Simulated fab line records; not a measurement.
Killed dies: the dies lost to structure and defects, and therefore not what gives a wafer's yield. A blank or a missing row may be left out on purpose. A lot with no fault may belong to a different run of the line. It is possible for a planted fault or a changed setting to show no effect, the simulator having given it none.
fab line records    flow nand-harc
[record] lots = 14  wafers = 41  last-day = 24
route steps=1159 shown A_SLIT@792 A_WL_FILL@825 END@1159
lots untouched by any fault: they come from a run of this same line in which no faults occurred
start-h: the number of hours between the record's first day and the start of the first shown wafer of the lot    wait-h: how many hours have passed since the lot's step before this one    " as in the row above    L1.1+2: several wafers, shown together as one row    - value missing, or start not given    * or withheld: withheld    < > ~ a bound
route shown NAME@n: names a module that has steps shown in the file, with the first one's number in the route    usual: average and standard deviation across the fault-free wafers    same: alike in all rows    chamber/n: place in a boat    sites: per-site readings    _std_site: their standard deviation    _edge_site: outer sites' mean less inner sites'    radius-mm: for every site, how far away it sits from the centre of the wafer    mask NAME#n: copy n    behind: the most recent tool/chamber to have shaped the wafer    hold: reason for holding the lot/hours on hold/outcome of the hold    device: whichever transistor did not switch (one of n, p or np)    end of line: tests run on the same wafers once the route is complete    step lacking rows: just its recipe    killed: the dies lost at the first sort to structure and to defects; this is not the yield of the wafer    map: shows each die of a wafer: x if killed, . if not, _ if none is there
set.NAME: the setting the step ran with; set.NAME@STEP: the setting that earlier step ran with    model.NAME: the simulator's own value behind a step, which no gauge read
a sample of lots followed through the steps of the route, with each step as a table and each wafer as a row
services: a tool's chamber out of use, with start hour (start-h, from the record's first day; less than 0 if before it), hours out, and reason
[[steps]]
[step NHARC_A_SLIT_INSPECT_11]
[usual] raw-defect-count = 22/9.1
lot.wafer  tool               chamber  start-h  wait-h  raw-defect-count
L317.2     defect-inspect-01  -        321.05   0.0     19
L317.5     "                  -        "        "       33
L317.6     "                  -        "        "       20
L321.1     defect-inspect-02  -        329.26   0.0     27
L321.5     "                  -        "        "       25
L321.6     "                  -        "        "       17
L318.1     defect-inspect-01  -        329.43   0.0     20
L318.5     "                  -        "        "       18
L318.6     "                  -        "        "       32
L320.2     defect-inspect-02  -        329.58   0.0     15
L320.3     "                  -        "        "       14
L320.5     "                  -        "        "       16
L319.2     defect-inspect-01  -        331.24   0.0     18
L319.4     "                  -        "        "       27
L319.6     "                  -        "        "       16
L324.1     defect-inspect-02  -        369.03   0.0     15
L324.4     "                  -        "        "       8
L324.6     "                  -        "        "       19
L325.1     defect-inspect-01  -        375.41   0.0     23
L325.4     "                  -        "        "       18
L325.6     "                  -        "        "       27
L327.3     defect-inspect-01  -        376.83   0.0     22
L327.4     "                  -        "        "       20
L332.1     defect-inspect-02  -        401.37   0.0     8
L332.2     "                  -        "        "       13
L332.5     "                  -        "        "       15
L333.1     defect-inspect-01  -        414.71   0.0     42
L333.3     "                  -        "        "       31
L333.6     "                  -        "        "       31
L336.1     defect-inspect-02  -        429.39   0.0     36
L336.3     "                  -        "        "       35
L336.4     "                  -        "        "       41
L334.1     defect-inspect-02  -        436.88   0.0     37
L334.5     "                  -        "        "       33
L334.6     "                  -        "        "       20
L339.2     defect-inspect-01  -        451.92   0.0     19
L339.4     "                  -        "        "       21
L339.6     "                  -        "        "       12
L340.1     defect-inspect-02  -        464.24   0.0     17
L340.3     "                  -        "        "       19
L340.5     "                  -        "        "       17
[step NHARC_A_SLIT_CD_MEAS_21]
[usual] cd-nm = 289.7/0.79
lot.wafer  tool       chamber  start-h  wait-h  cd-nm
L317.2     cd-sem-01  -        324.69   -       290.6
L317.5     "          -        "        "       289.5
L317.6     "          -        "        "       288.8
L318.1     cd-sem-01  -        333.06   -       289.7
L318.5     "          -        "        "       290.6
L318.6     "          -        "        "       289.1
L321.1     cd-sem-02  -        334.40   -       289.9
L321.5     "          -        "        "       289.5
L321.6     "          -        "        "       289.8
L320.2     cd-sem-03  -        334.75   -       289.2
L320.3     "          -        "        "       289.9
L320.5     "          -        "        "       289.3
L319.2     cd-sem-01  -        336.07   -       290.5
L319.4     "          -        "        "       290.2
L319.6     "          -        "        "       290.9
L324.1     cd-sem-02  -        372.49   -       288.3
L324.4     "          -        "        "       288.2
L324.6     "          -        "        "       288.2
L325.1     cd-sem-02  -        381.56   -       288.8
L325.4     "          -        "        "       288.1
L325.6     "          -        "        "       288.4
L327.3     cd-sem-01  -        382.07   -       291.3
L327.4     "          -        "        "       289.5
L332.1     cd-sem-03  -        408.59   -       289.0
L332.2     "          -        "        "       288.2
L332.5     "          -        "        "       289.4
L333.1     cd-sem-01  -        418.17   -       289.1
L333.3     "          -        "        "       288.7
L333.6     "          -        "        "       288.7
L336.1     cd-sem-01  -        434.15   -       289.4
L336.3     "          -        "        "       290.7
L336.4     "          -        "        "       290.4
L334.1     cd-sem-01  -        443.18   -       289.9
L334.5     "          -        "        "       291.1
L334.6     "          -        "        "       290.0
L339.2     cd-sem-03  -        456.77   -       289.6
L339.4     "          -        "        "       290.0
L339.6     "          -        "        "       289.7
L340.1     cd-sem-03  -        467.69   -       290.6
L340.3     "          -        "        "       289.7
L340.5     "          -        "        "       290.6
[step NHARC_A_WL_FILL_ETCHBACK_17]
[recipe] target-depth-a = 40  time-s = 26.7  chemistry = Cl2/BCl3
[usual] drypump-motor-current-A = 5.7/0.35  oes-product-au = 0.999/0.0068  run-length-s = 48.0/0.52
lot.wafer  tool          chamber  start-h  wait-h  drypump-motor-current-A  oes-product-au  rf-hours-counter-h  run-length-s
L317.2     rie-metal-03  0        352.75   -       6.0                      1.003           1.3                 47.3
L317.5     "             0        "        "       6.0                      0.992           -                   47.5
L317.6     "             1        "        "       5.7                      0.997           -                   48.3
L318.1     rie-metal-03  1        359.18   -       5.7                      0.999           2.7                 48.8
L318.6     "             1        "        "       5.7                      1.000           -                   48.6
L318.5     "             0        "        "       6.0                      0.990           -                   47.8
L320.2     rie-metal-02  1        359.26   -       6.1                      0.994           -                   48.0
L320.3     "             1        "        "       6.1                      0.997           -                   47.8
L320.5     "             1        "        "       6.1                      0.993           -                   47.9
L321.1     rie-metal-01  1        359.30   -       5.5                      1.007           0.9                 47.7
L321.5     "             1        "        "       5.5                      0.998           -                   48.1
L321.6     "             0        "        "       5.8                      0.998           -                   47.4
L319.2     rie-metal-02  1        363.05   -       6.1                      1.014           4.4                 48.1
L319.4     "             0        "        "       4.9                      0.987           -                   48.8
L319.6     "             0        "        "       4.9                      1.000           -                   48.4
L324.1     rie-metal-01  1        395.10   -       5.5                      1.005           1.9                 45.0
L324.4     "             0        "        "       5.7                      0.993           -                   44.3
L324.6     "             0        "        "       5.7                      1.001           -                   47.2
L327.3     rie-metal-01  1        403.12   -       5.5                      1.005           -                   47.9
L327.4     "             0        "        "       5.7                      0.986           -                   44.6
L325.1     rie-metal-01  0        406.26   -       5.7                      0.995           2.3                 44.5
L325.4     "             0        "        "       5.7                      0.997           -                   44.5
L325.6     "             1        "        "       5.5                      0.996           -                   47.7
L332.2     rie-metal-02  0        432.16   -       4.9                      0.997           1.1                 48.3
L332.1     "             1        "        "       6.1                      0.989           1.1                 48.1
L332.5     "             0        "        "       4.9                      0.991           -                   48.3
L333.1     rie-metal-03  0        442.08   -       6.0                      0.993           3.5                 47.6
L333.3     "             1        "        "       5.7                      0.999           -                   48.8
L333.6     "             1        "        "       5.7                      0.994           -                   48.6
L336.1     rie-metal-02  1        460.47   -       6.1                      0.999           2.0                 48.2
L336.4     "             1        "        "       6.1                      1.001           -                   47.8
L336.3     "             0        "        "       4.9                      0.997           -                   48.2
L334.1     rie-metal-03  1        468.05   -       5.7                      0.981           0                   48.3
L334.5     "             0        "        "       6.0                      1.012           -                   47.6
L334.6     "             1        "        "       5.7                      0.982           -                   48.8
L339.2     rie-metal-02  1        484.32   -       6.0                      0.992           2.5                 47.9
L339.4     "             1        "        "       6.1                      1.002           -                   47.9
L339.6     "             0        "        "       4.9                      0.995           -                   48.4
L340.1     rie-metal-03  0        493.57   -       6.0                      1.000           1.0                 47.9
L340.3     "             1        "        "       5.7                      0.999           -                   48.3
L340.5     "             1        "        "       5.7                      0.993           -                   48.8
[step NHARC_A_WL_FILL_INSPECT_15]
[usual] raw-defect-count = 388/100
lot.wafer  tool               chamber  start-h  wait-h  raw-defect-count
L317.2     defect-inspect-02  -        363.93   0.0     340
L317.5     "                  -        "        "       374
L317.6     "                  -        "        "       385
L318.1     defect-inspect-02  -        370.39   0.0     476
L318.5     "                  -        "        "       309
L318.6     "                  -        "        "       391
L321.1     defect-inspect-01  -        370.54   0.0     325
L321.5     "                  -        "        "       255
L321.6     "                  -        "        "       246
L320.2     defect-inspect-02  -        374.63   0.0     368
L320.3     "                  -        "        "       455
L320.5     "                  -        "        "       415
L319.2     defect-inspect-02  -        376.12   0.0     254
L319.4     "                  -        "        "       325
L319.6     "                  -        "        "       248
L324.1     defect-inspect-01  -        408.50   0.0     301
L324.4     "                  -        "        "       190
L324.6     "                  -        "        "       294
L327.3     defect-inspect-01  -        416.62   0.0     399
L327.4     "                  -        "        "       382
L325.1     defect-inspect-02  -        421.35   0.0     402
L325.4     "                  -        "        "       362
L325.6     "                  -        "        "       482
L332.1     defect-inspect-02  -        447.69   0.0     577
L332.2     "                  -        "        "       487
L332.5     "                  -        "        "       608
L333.1     defect-inspect-02  -        457.73   0.1     457
L333.3     "                  -        "        "       395
L333.6     "                  -        "        "       394
L336.1     defect-inspect-02  -        472.94   0.0     229
L336.3     "                  -        "        "       261
L336.4     "                  -        "        "       203
L334.1     defect-inspect-01  -        480.28   0.0     435
L334.5     "                  -        "        "       552
L334.6     "                  -        "        "       339
L339.2     defect-inspect-01  -        497.03   0.0     415
L339.4     "                  -        "        "       548
L339.6     "                  -        "        "       364
L340.1     defect-inspect-01  -        507.14   0.0     260
L340.3     "                  -        "        "       334
L340.5     "                  -        "        "       327
[step NHARC_END_SORT_01]
[recipe] temp-c = 25
[usual] killed-at-array = 27/8  killed-at-other = 0.8/1.2  killed-at-periphery = 3.3/2.3  killed-dies = 31/8.8  killed-open = 3.2/2.1  killed-short = 2.1/1.4
[same] gross-dies = 677
lot.wafer  tool       chamber  start-h  wait-h  killed-at-array  killed-at-other  killed-at-periphery  killed-dies  killed-open  killed-short
L327.4     prober-01  0        503.04   3.4     23               0                5                    28           1            1
// killed by level:class
L327.4 A_CHANNEL_HOLE_D1:chamber-film-flake=15 A_CONTACT:chamber-film-flake=6 P_ZERO_WELL:chamber-film-flake=2 P_CONTACT:geometric-particle:open=1 P_M0:geometric-particle:short=1 P_GATE:chamber-film-flake=1 A_ZERO_WELL:chamber-film-flake=1 A_STAIRCASE:chamber-film-flake=1
[[services]]
tool          chamber  start-h  hours  kind
rie-metal-01  -        332.00   9.0    pm
rie-metal-01  0        332.00   9.0    vent-cycle
rie-metal-01  1        332.00   9.0    vent-cycle
rie-metal-01  0        341.00   -      clean
rie-metal-01  1        341.00   -      clean
rie-metal-02  0        356.35   4.9    repair
rie-metal-02  -        388.00   9.0    pm
rie-metal-02  0        388.00   9.0    vent-cycle
rie-metal-02  1        388.00   9.0    vent-cycle
rie-metal-02  0        397.00   -      clean
rie-metal-02  1        397.00   -      clean
rie-metal-01  -        407.74   3.7    repair
rie-metal-02  1        441.49   3.3    repair
rie-metal-03  -        453.00   9.0    pm
rie-metal-03  0        453.00   9.0    vent-cycle
rie-metal-03  1        453.00   9.0    vent-cycle
rie-metal-03  0        462.00   -      clean
rie-metal-03  1        462.00   -      clean
[[key]]
[first-sign] step = NHARC_A_WL_FILL_ETCHBACK_17  reading = run-length-s  direction = down  sigmas = 6.6  usual = *  struck = *
effect none on later readings
met-at NHARC_A_WL_FILL_ETCHBACK_17
struck-lots L324,L325,L327
struck-wafers L324.1,L324.4,L325.1,L325.4,L327.4
tester-left-out L324,L325,L327
not-acting-at NHARC_A_SLIT_INSPECT_11,NHARC_A_SLIT_CD_MEAS_21,NHARC_A_WL_FILL_INSPECT_15
onset-between 359.30 395.10
[fault] kind = process-parameter-drift  tool = rie-metal-01  chamber = -  onset-h = 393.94  steps = NHARC_A_WL_FILL_ETCHBACK_17  channel = time-s  offset = *  shape = step  end-h = 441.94  scope = struck-wafers-only  acts-in = *  stated = *
// tester-left-out: of these lots the tester's yield and bins aren't shown, on N5 and GAA mostly nor the transistor test; their killed dies are dies lost to structure and defects alone, not to doping, threshold or leakage, so they don't give the yield
